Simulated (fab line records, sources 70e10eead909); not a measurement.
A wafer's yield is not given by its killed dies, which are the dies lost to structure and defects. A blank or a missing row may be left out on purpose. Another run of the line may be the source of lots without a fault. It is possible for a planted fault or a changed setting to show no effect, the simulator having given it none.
fab line records | flow nand_harc | part 1 of 2: steps 1 to 24 of 36
record: lots: 5 wafers: 15 last_day: 30
route steps=1302 shown A_BONDPAD@1211 HYBRID_BOND@1237 THIN_TSV@1244
lots that met no fault: taken from a fault-free run of the same line
start_h: start of the lot's first displayed wafer, in hours after the record's first day | wait_h: hours since the lot's step before | " repeats the value in the row above | L1.1+2: several wafers, shown together as one row | - no value, or no start given | * or withheld: withheld | < > ~ a bound
route shown NAME@n: a module of which the file shows steps, and the number in the route of the first | usual: the fault-free wafers' mean and standard deviation | same: alike in all rows | chamber/n: place in a boat | sites: readings site by site | _std_site: the values' standard deviation | _edge_site: inner sites' mean taken away from outer sites' mean | radius_mm: how far each site lies from the wafer's centre | mask NAME#n: copy n | behind: the most recent tool/chamber to have shaped the wafer | hold: the reason the lot was held/the length of the hold in hours/how it ended | device: which transistor (n, p or np) failed to switch | end of line: tests of these same wafers at the route's end | a step with no rows: only its recipe | killed: dies lost to structure and defects at the first sort, not the wafer's yield | map: dies across one wafer; x = killed, . = not, _ = none there
set.NAME: setting as actually run; set.NAME@STEP: the setting as run at that earlier step | model.NAME: the simulator's own value behind a step, which no gauge read
lots at selected steps of the route; one table per step, one row per wafer
services: when a tool's chamber went out of use (start_h, in hours from the record's first day, below 0 if earlier), for how many hours, and the reason
== steps ==
step: NHARC_A_BONDPAD_EBR_05
columns lot.wafer tool chamber start_h wait_h
L074.2+4+5 litho_track-02 0 - -
L079.1+2+4 litho_track-05 0 - -
L083.3+5+6 litho_track-02 0 - -
L085.1+2+6 litho_track-02 0 - -
L087.2+4+5 litho_track-03 0 - -
step: NHARC_A_BONDPAD_EXPOSE_06
recipe: na: 0.55 dose_mj: 36.99 mask_id: A_BPAD
columns lot.wafer tool chamber start_h wait_h mask
L074.2+4+5 krf_scanner-03 0 546.46 - A_BPAD#0
L079.1+2+4 krf_scanner-04 0 583.60 - A_BPAD#0
L083.3+5+6 krf_scanner-04 0 638.20 - A_BPAD#0
L085.1+2+6 krf_scanner-03 0 650.18 - A_BPAD#0
L087.2+4+5 krf_scanner-04 0 678.27 - A_BPAD#0
step: NHARC_A_BONDPAD_PEB_07
recipe: peb_temp_c: 128 peb_time_s: 80
columns lot.wafer tool chamber start_h wait_h
L074.2+4+5 litho_track-02 0 546.53 0.1
L079.1+2+4 litho_track-03 0 583.67 0.1
L083.3+5+6 litho_track-03 0 638.26 0.1
L085.1+2+6 litho_track-02 0 650.25 0.1
L087.2+4+5 litho_track-02 0 678.33 0.1
step: NHARC_A_BONDPAD_DEVELOP_08
recipe: time_s: 50 dev_temp_c: 22
columns lot.wafer tool chamber start_h wait_h
L074.2+4+5 litho_track-02 0 - -
L079.1+2+4 litho_track-03 0 - -
L083.3+5+6 litho_track-03 0 - -
L085.1+2+6 litho_track-02 0 - -
L087.2+4+5 litho_track-02 0 - -
step: NHARC_A_BONDPAD_CD_MEAS_09
recipe: target_cd_nm: 500 landing_energy_ev: 500
usual: cd_nm: 499.7/2.5
columns lot.wafer tool chamber start_h wait_h cd_nm
L074.2 cd_sem-02 0 546.61 - 501.7
L074.4 " 0 " " 496.1
L074.5 " 0 " " 498.9
L079.1 cd_sem-03 0 583.75 - 498.9
L079.2 " 0 " " 494.4
L079.4 " 0 " " 498.7
L083.3 cd_sem-02 0 638.35 - 500.4
L083.5 " 0 " " 496.8
L083.6 " 0 " " 500.2
L085.1 cd_sem-02 0 650.34 - 496.7
L085.2 " 0 " " 501.9
L085.6 " 0 " " 502.9
L087.2 cd_sem-02 0 678.41 - 496.7
L087.4 " 0 " " 499.6
L087.5 " 0 " " 499.2
step: NHARC_A_BONDPAD_OVL_MEAS_35
usual: overlay_x_nm: -2/5.4 overlay_y_nm: 2/6
columns lot.wafer tool chamber start_h wait_h overlay_x_nm overlay_y_nm
L074.2 overlay-01 - 546.70 - 7 3
L074.4 " - " " 6 3
L074.5 " - " " 7 3
L079.1 overlay-02 - 583.84 - -2 -6
L079.2 " - " " -2 -6
L079.4 " - " " -2 -6
L083.3 overlay-01 - 638.43 - -5 1
L083.5 " - " " -4 0
L083.6 " - " " -5 0
L085.1 overlay-01 - 650.43 - -3 14
L085.2 " - " " -3 13
L085.6 " - " " -3 14
L087.2 overlay-02 - 678.50 - -4 -8
L087.4 " - " " -4 -8
L087.5 " - " " -4 -8
step: NHARC_A_BONDPAD_HARDBAKE_10
recipe: temp_c: 118 time_s: 65
columns lot.wafer tool chamber start_h wait_h
L074.2+4+5 litho_track-03 0 546.75 0.0
L079.1+2+4 litho_track-05 0 583.89 0.0
L083.3+5+6 litho_track-02 0 638.48 0.0
L085.1+2+6 litho_track-03 0 650.47 0.0
L087.2+4+5 litho_track-05 0 678.55 0.0
step: NHARC_A_BONDPAD_DESCUM_11
recipe: time_s: 3 o2_flow_sccm: 200 ar_flow_sccm: 0 bias_power_w: 0 chemistry: O2
usual: drypump_motor_current_A: 5.7/0.31 oes_product_au: 1.005/0.015 rf_vpp_V: 57.8/0.92 showerhead_plenum_p_Torr: 1.90/0.084 throttle_valve_pct: 11.311/0.0092
columns lot.wafer tool chamber start_h wait_h drypump_motor_current_A oes_product_au rf_hours_counter_h rf_vpp_V showerhead_plenum_p_Torr throttle_valve_pct
L074.2 rie_diel-12 2 546.82 - 5.5 1.009 3 57.8 1.85 11.321
L074.4 " 2 " " 5.5 1.022 - 57.2 1.85 11.311
L074.5 " 0 " " 5.7 0.998 - 58.2 1.95 11.326
L079.1 rie_diel-03 1 583.97 - 5.8 1.019 18 57.7 1.82 11.317
L079.4 " 2 " " 6.3 1.007 18 56.8 1.94 11.316
L079.2 " 3 " " 4.9 1.015 20 56.1 2.01 11.328
L083.3 rie_diel-12 1 638.55 - 5.7 1.017 0 56.5 1.79 11.333
L083.6 " 1 " " 5.7 1.021 - 58.8 1.79 11.321
L083.5 " 2 " " 5.6 1.021 - 57.5 1.85 11.320
L085.2 rie_diel-12 0 650.57 - 5.8 1.002 1 57.7 1.95 11.300
L085.1 " 1 " " 5.7 1.020 1 56.4 1.79 11.325
L085.6 " 2 " " 5.5 1.018 - 57.8 1.85 11.326
L087.4 rie_diel-12 1 678.63 - 5.7 1.021 2 56.4 1.79 11.312
L087.2 " 3 " " 5.8 0.980 2 57.0 1.88 11.322
L087.5 " 0 " " 5.7 1.017 - 56.2 1.95 11.314
step: NHARC_A_BONDPAD_ETCH_34
recipe: target_depth_a: 600 overetch_a: 180 time_s: 65.91 ion_energy_ev: 200 n2_flow_sccm: 150 h2_flow_sccm: 150 ar_flow_sccm: 0 rf_w: 400 bias_w: 150 chemistry: N2/H2
usual: drypump_motor_current_A: 5.7/0.32 oes_product_au: 1.005/0.014 rf_vpp_V: 430.4/2.8 showerhead_plenum_p_Torr: 2.04/0.092 throttle_valve_pct: 14.171/0.0091
columns lot.wafer tool chamber start_h wait_h drypump_motor_current_A oes_product_au rf_hours_counter_h rf_vpp_V showerhead_plenum_p_Torr throttle_valve_pct
L074.2 rie_diel-12 3 546.93 0.1 5.8 1.022 3 429.4 2.00 14.173
L074.4 " 2 " " 5.6 1.021 - 428.9 1.97 14.176
L074.5 " 0 " " 5.8 1.008 - 430.8 2.08 14.177
L079.2 rie_diel-03 2 584.06 0.1 6.3 0.997 18 431.0 2.07 14.185
L079.1 " 3 " " 4.9 1.014 20 434.8 2.14 14.168
L079.4 " 0 " " 5.4 0.998 20 436.0 2.21 14.174
L083.3 rie_diel-12 0 638.64 0.1 5.7 1.013 0 431.8 2.08 14.181
L083.6 " 0 " " 5.7 1.010 - 432.4 2.08 14.189
L083.5 " 1 " " 5.7 1.020 - 425.2 1.90 14.151
L085.2 rie_diel-12 2 650.64 0.1 5.6 1.013 1 428.7 1.97 14.173
L085.1 " 1 " " 5.7 1.018 1 426.5 1.90 14.171
L085.6 " 3 " " 5.9 0.982 - 428.8 2.00 14.184
L087.2 rie_diel-12 0 678.71 0.1 5.8 1.017 2 432.0 2.08 14.175
L087.4 " 1 " " 5.7 1.029 2 426.8 1.90 14.191
L087.5 " 1 " " 5.7 1.029 - 426.6 1.90 14.158
step: NHARC_A_BONDPAD_ETCH_12
recipe: target_depth_a: 2200 time_s: 110 chf3_flow_sccm: 50 o2_flow_sccm: 10 ar_flow_sccm: 200 rf_w: 500 bias_w: 200 chemistry: CHF3/O2
usual: drypump_motor_current_A: 5.7/0.32 oes_product_au: 0.943/0.026 rf_vpp_V: 370.5/2.3 showerhead_plenum_p_Torr: 2.39/0.1 throttle_valve_pct: 20.574/0.0091
columns lot.wafer tool chamber start_h wait_h drypump_motor_current_A oes_product_au rf_hours_counter_h rf_vpp_V showerhead_plenum_p_Torr throttle_valve_pct
L074.4 rie_diel-12 0 - - 5.7 0.960 3 372.9 2.44 20.559
L074.2 " 2 " " 5.6 0.976 3 368.2 2.33 20.561
L074.5 " 0 " " 5.8 0.951 - 371.8 2.44 20.560
L079.1 rie_diel-03 2 - - 6.3 0.922 18 369.9 2.43 20.584
L079.2 " 3 " " 4.9 0.930 20 373.3 2.52 20.584
L079.4 " 0 " " 5.5 0.931 20 375.8 2.59 20.590
L083.3 rie_diel-12 3 - - 5.8 0.964 0 369.9 2.36 20.563
L083.5 " 1 " " 5.7 0.976 - 368.2 2.25 20.563
L083.6 " 2 " " 5.6 0.968 - 368.8 2.33 20.575
L085.1 rie_diel-12 1 - - 5.6 0.998 1 367.1 2.25 20.575
L085.2 " 0 " " 5.8 0.992 1 371.2 2.44 20.577
L085.6 " 1 " " 5.7 0.999 - 366.4 2.25 20.581
L087.4 rie_diel-12 1 - - 5.7 0.990 2 367.1 2.25 20.583
L087.2 " 0 " " 5.8 0.972 2 372.1 2.44 20.568
L087.5 " 1 " " 5.7 0.981 - 367.4 2.25 20.584
step: NHARC_A_BONDPAD_CD_MEAS_13
usual: cd_nm: 498.6/2.9
columns lot.wafer tool chamber start_h wait_h cd_nm
L074.2 cd_sem-03 - 547.17 - 499.0
L074.4 " - " " 493.1
L074.5 " - " " 496.2
L079.1 cd_sem-01 - 584.28 - 498.3
L079.2 " - " " 494.2
L079.4 " - " " 495.7
L083.3 cd_sem-03 - 638.88 - 500.5
L083.5 " - " " 494.1
L083.6 " - " " 500.6
L085.1 cd_sem-02 - 650.87 - 495.5
L085.2 " - " " 501.0
L085.6 " - " " 502.1
L087.2 cd_sem-01 - 678.94 - 496.9
L087.4 " - " " 498.6
L087.5 " - " " 496.0
step: NHARC_A_BONDPAD_STRIP_15
recipe: o2_flow_sccm: 500 ar_flow_sccm: 0 bias_w: 0 chemistry: O2
usual: drypump_motor_current_A: 5.7/0.31 oes_product_au: 1.008/0.014 rf_vpp_V: 57.8/0.82 showerhead_plenum_p_Torr: 3.51/0.14 throttle_valve_pct: 17.037/0.009
columns lot.wafer tool chamber start_h wait_h drypump_motor_current_A oes_product_au rf_hours_counter_h rf_vpp_V showerhead_plenum_p_Torr throttle_valve_pct
L074.2 rie_diel-12 1 547.24 0.1 5.6 0.992 3 57.1 3.31 17.030
L074.4 " 0 " " 5.8 0.998 3 56.9 3.59 17.021
L074.5 " 2 " " 5.6 1.014 - 57.1 3.42 17.025
L079.2 rie_diel-12 2 584.37 0.1 5.5 1.014 4 57.8 3.42 17.042
L079.4 " 3 " " 5.9 1.001 4 57.4 3.47 17.035
L079.1 " 0 " " 5.8 0.995 4 57.1 3.59 17.016
L083.3 rie_diel-12 1 638.96 0.1 5.7 1.024 0 57.2 3.31 17.033
L083.6 " 0 " " 5.7 1.010 - 58.7 3.59 17.047
L083.5 " 1 " " 5.7 1.020 - 56.4 3.31 17.042
L085.2 rie_diel-12 0 650.94 0.1 5.7 1.008 1 58.8 3.59 17.034
L085.1 " 2 " " 5.6 1.008 1 56.2 3.42 17.041
L085.6 " 1 " " 5.7 1.026 - 58.8 3.31 17.043
L087.4 rie_diel-03 1 679.03 0.1 5.8 0.997 8 59.2 3.37 17.033
L087.2 " 3 " " 4.9 1.017 7 59.4 3.68 17.023
L087.5 " 1 " " 5.8 0.988 - 58.5 3.37 17.043
step: NHARC_A_BONDPAD_ETCH_24
recipe: target_depth_a: 300 over_etch_frac: 0.3 time_s: 72.99 ion_energy_ev: 150 cf4_flow_sccm: 50 n2_flow_sccm: 100 ar_flow_sccm: 150 rf_w: 300 bias_w: 100 chemistry: CF4/N2
usual: drypump_motor_current_A: 5.7/0.31 oes_product_au: 1.007/0.015 rf_vpp_V: 314.1/2 showerhead_plenum_p_Torr: 2.62/0.11 throttle_valve_pct: 19.793/0.0081
columns lot.wafer tool chamber start_h wait_h drypump_motor_current_A oes_product_au rf_hours_counter_h rf_vpp_V showerhead_plenum_p_Torr throttle_valve_pct
L074.4 rie_diel-12 1 - - 5.7 0.992 3 311.0 2.46 19.786
L074.2 " 3 " " 5.8 1.010 3 313.5 2.58 19.795
L074.5 " 0 " " 5.7 0.998 - 315.0 2.67 19.789
L079.2 rie_diel-12 1 - - 5.7 1.005 5 312.2 2.46 19.797
L079.1 " 2 " " 5.6 1.019 4 313.5 2.54 19.792
L079.4 " 0 " " 5.8 1.008 4 315.5 2.67 19.797
L083.3 rie_diel-12 0 - - 5.7 1.010 0 314.4 2.67 19.793
L083.6 " 3 " " 5.8 0.989 - 312.8 2.58 19.800
L083.5 " 0 " " 5.8 1.012 - 314.4 2.67 19.789
L085.2 rie_diel-12 1 - - 5.7 1.012 1 310.4 2.46 19.805
L085.1 " 2 " " 5.6 1.017 1 312.3 2.54 19.791
L085.6 " 0 " " 5.7 1.011 - 315.2 2.67 19.797
L087.2 rie_diel-03 1 - - 5.8 1.002 8 311.8 2.50 19.793
L087.4 " 2 " " 6.3 1.000 9 314.6 2.65 19.802
L087.5 " 3 " " 4.9 1.018 - 314.3 2.74 19.783
step: NHARC_A_BONDPAD_STRIP_16
recipe: time_s: 600 temp_c: 30 chemistry: post_etch_residue_remover
columns lot.wafer tool chamber start_h wait_h
L074.4+5+2 wet_bench-08 1,4,6 547.52 -
L079.2+4+1 wet_bench-10 0,2,4 584.64 -
L083.5+3+6 wet_bench-10 6,7,0 639.23 -
L085.1+6+2 wet_bench-10 1,4,5 651.23 -
L087.5+4+2 wet_bench-10 1,2,5 679.30 -
step: NHARC_A_BONDPAD_DEGAS_25
recipe: temp_c: 300 time_s: 60
usual: heater_power_w: 460/30
columns lot.wafer tool chamber start_h wait_h heater_power_w
L074.4 pvd_sputter-03 - 547.80 - 445
L074.2 " - " " 418
L074.5 " - " " 430
L079.1 pvd_sputter-02 - 584.97 - 479
L079.2 " - " " 476
L079.4 " - " " 433
L083.3 pvd_sputter-01 - 639.50 - 492
L083.5 " - " " 438
L083.6 " - " " 487
L085.2 pvd_sputter-03 - 651.50 - 429
L085.1 " - " " 463
L085.6 " - " " 424
L087.2 pvd_sputter-02 - 679.57 - 418
L087.4 " - " " 467
L087.5 " - " " 492
step: NHARC_A_BONDPAD_PRE_CLEAN_26
recipe: time_s: 30 temp_c: 280 gas: H2/He
usual: heater_power_w: 404/26
columns lot.wafer tool chamber start_h wait_h heater_power_w
L074.4 pvd_sputter-03 - - - 389
L074.2 " - " " 406
L074.5 " - " " 387
L079.4 pvd_sputter-02 - - - 380
L079.2 " - " " 411
L079.1 " - " " 411
L083.3 pvd_sputter-01 - - - 384
L083.6 " - " " 426
L083.5 " - " " 419
L085.2 pvd_sputter-03 - - - 371
L085.1 " - " " 409
L085.6 " - " " 374
L087.4 pvd_sputter-02 - - - 429
L087.2 " - " " 376
L087.5 " - " " 427
step: NHARC_A_BONDPAD_PVD_17
recipe: target_thk_a: 50 bias_v: 168.6 power_w: 15000 chamber_pressure_pa: 0.12 time_s: 8.06 substrate_temp_c: 50 material: TaN
usual: throttle_valve_pct: 30.1/0.98
columns lot.wafer tool chamber start_h wait_h throttle_valve_pct
L074.4 pvd_sputter-03 - - - 30.9
L074.2 " - " " 29.5
L074.5 " - " " 31.1
L079.4 pvd_sputter-02 - - - 30.6
L079.1 " - " " 27.5
L079.2 " - " " 30.5
L083.3 pvd_sputter-01 - - - 31.5
L083.6 " - " " 30.6
L083.5 " - " " 31.7
L085.1 pvd_sputter-03 - - - 30.4
L085.2 " - " " 29.8
L085.6 " - " " 31.4
L087.2 pvd_sputter-02 - - - 30.2
L087.4 " - " " 28.7
L087.5 " - " " 30.4
step: NHARC_A_BONDPAD_PVD_27
recipe: target_thk_a: 300 chamber_pressure_pa: 5 power_w: 5000 substrate_temp_c: 30 time_s: 20.49 material: Cu
usual: throttle_valve_pct: 30.0/0.94
columns lot.wafer tool chamber start_h wait_h throttle_valve_pct
L074.4 pvd_sputter-03 - - - 29.8
L074.2 " - " " 31.4
L074.5 " - " " 30.0
L079.2 pvd_sputter-02 - - - 30.2
L079.1 " - " " 30.4
L079.4 " - " " 30.7
L083.3 pvd_sputter-01 - - - 30.7
L083.6 " - " " 31.4
L083.5 " - " " 30.7
L085.2 pvd_sputter-03 - - - 30.2
L085.1 " - " " 31.5
L085.6 " - " " 30.0
L087.2 pvd_sputter-02 - - - 30.3
L087.4 " - " " 30.3
L087.5 " - " " 29.7
step: NHARC_A_BONDPAD_ECD_18
recipe: target_thk_a: 4000 bath_temp_c: 25 material: Cu
columns lot.wafer tool chamber start_h wait_h
L074.2+4+5 ecd_cu-02 1 548.20 -
L079.1+2+4 ecd_cu-02 0,1,0 585.38 -
L083.3+5+6 ecd_cu-02 1,0,1 640.01 -
L085.2+1+6 ecd_cu-01 0,1,0 651.85 -
L087.2+4+5 ecd_cu-01 0,0,1 679.92 -
step: NHARC_A_BONDPAD_ANNEAL_28
recipe: temp_c: 225 time_s: 90
usual: anneal_temp_c: 224.97/0.18 wafer_temp_C_max: 225.76/0.2
columns lot.wafer tool chamber start_h wait_h anneal_temp_c wafer_temp_C_max
L074.2 rtp_anneal-01 0 548.58 0.3 225.22 225.43
L074.4 " 0 " " 225.38 225.80
L074.5 " 0 " " 225.27 225.56
L079.1 rtp_anneal-01 0 585.75 0.3 224.64 225.70
L079.2 " 0 " " 224.76 225.91
L079.4 " 0 " " 224.86 225.95
L083.3 rtp_anneal-02 0 640.34 0.3 224.96 225.71
L083.5 " 0 " " 224.83 225.56
L083.6 " 0 " " 224.80 226.03
L085.1 rtp_anneal-02 0 652.23 0.3 224.79 225.96
L085.2 " 0 " " 225.07 225.70
L085.6 " 0 " " 224.93 225.62
L087.2 rtp_anneal-01 0 680.35 0.4 224.80 225.60
L087.4 " 0 " " 225.21 225.53
L087.5 " 0 " " 225.16 225.62
step: NHARC_A_BONDPAD_CMP_19
recipe: t_overpolish_s: 30 cu_recess_touch_s: 16 target_thk_nm: 169.82
usual: motor_current_A: 11.6/1.1 overpolish_run_s: 30.000/0.0082 slurry_flow_ml_min: 149.9/0.44
same: cu_recess_touch_s: 16
columns lot.wafer tool chamber start_h wait_h motor_current_A overpolish_run_s slurry_flow_ml_min
L074.2 cmp-03 3 548.94 - 12.9 29.992 149.2
L074.4 " 0 " " 12.8 30.011 149.4
L074.5 " 1 " " 12.0 30.003 149.7
L079.4 cmp-01 0 586.10 - 12.1 30.000 150.1
L079.1 " 2 " " 9.8 29.988 150.2
L079.2 " 3 " " 11.1 29.993 150.3
L083.3 cmp-04 2 640.64 - 12.9 29.992 149.6
L083.6 " 0 " " 13.4 29.998 149.5
L083.5 " 1 " " 12.3 29.998 149.6
L085.2 cmp-01 0 652.61 - 11.4 30.012 150.1
L085.1 " 1 " " 11.1 30.010 149.5
L085.6 " 0 " " 12.2 30.004 150.1
L087.4 cmp-01 2 680.65 - 9.7 29.994 149.9
L087.2 " 0 " " 11.1 30.008 149.9
L087.5 " 3 " " 11.2 30.000 150.2
step: NHARC_A_BONDPAD_THK_MEAS_20
recipe: thk_meas_gauge: xrf
usual: thk_nm: 169.5/1.6
columns lot.wafer tool chamber start_h wait_h thk_nm
L074.2 film_metro-01 - 549.20 - 169.9
L074.4 " - " " 169.9
L074.5 " - " " 168.2
L079.1 film_metro-02 - 586.42 - 169.5
L079.2 " - " " 171.2
L079.4 " - " " 169.7
L083.3 film_metro-02 - 640.91 - 171.2
L083.5 " - " " 169.4
L083.6 " - " " 172.6
L085.1 film_metro-02 - 652.90 - 168.7
L085.2 " - " " 167.3
L085.6 " - " " 167.9
L087.2 film_metro-01 - 680.97 - 166.3
L087.4 " - " " 171.1
L087.5 " - " " 167.8
step: NHARC_A_BONDPAD_SRD_21
recipe: time_s: 30 temp_c: 23 dry_time_s: 20 spin_rpm: 1500
columns lot.wafer tool chamber start_h wait_h
L074.2+4+5 wet_bench-08 5,6,7 549.25 0.0
L079.4+1+2 wet_bench-08 1,2,3 586.47 0.0
L083.6+5+3 wet_bench-10 3,4,7 640.95 0.0
L085.6+2+1 wet_bench-10 3,4,5 652.95 0.0
L087.4+2+5 wet_bench-10 2,4,5 681.01 0.0
step: NHARC_A_BONDPAD_INSPECT_23
usual: raw_defect_count: 599/140
columns lot.wafer tool chamber start_h wait_h raw_defect_count
L074.2 defect_inspect-02 - 549.43 0.0 765
L074.4 " - " " 899
L074.5 " - " " 700
L079.1 defect_inspect-02 - 586.62 0.0 509
L079.2 " - " " 696
L079.4 " - " " 911
L083.3 defect_inspect-01 - 641.11 0.0 659
L083.5 " - " " 642
L083.6 " - " " 626
L085.1 defect_inspect-02 - 653.12 0.0 470
L085.2 " - " " 497
L085.6 " - " " 426
L087.2 defect_inspect-01 - 681.20 0.0 642
L087.4 " - " " 562
L087.5 " - " " 409
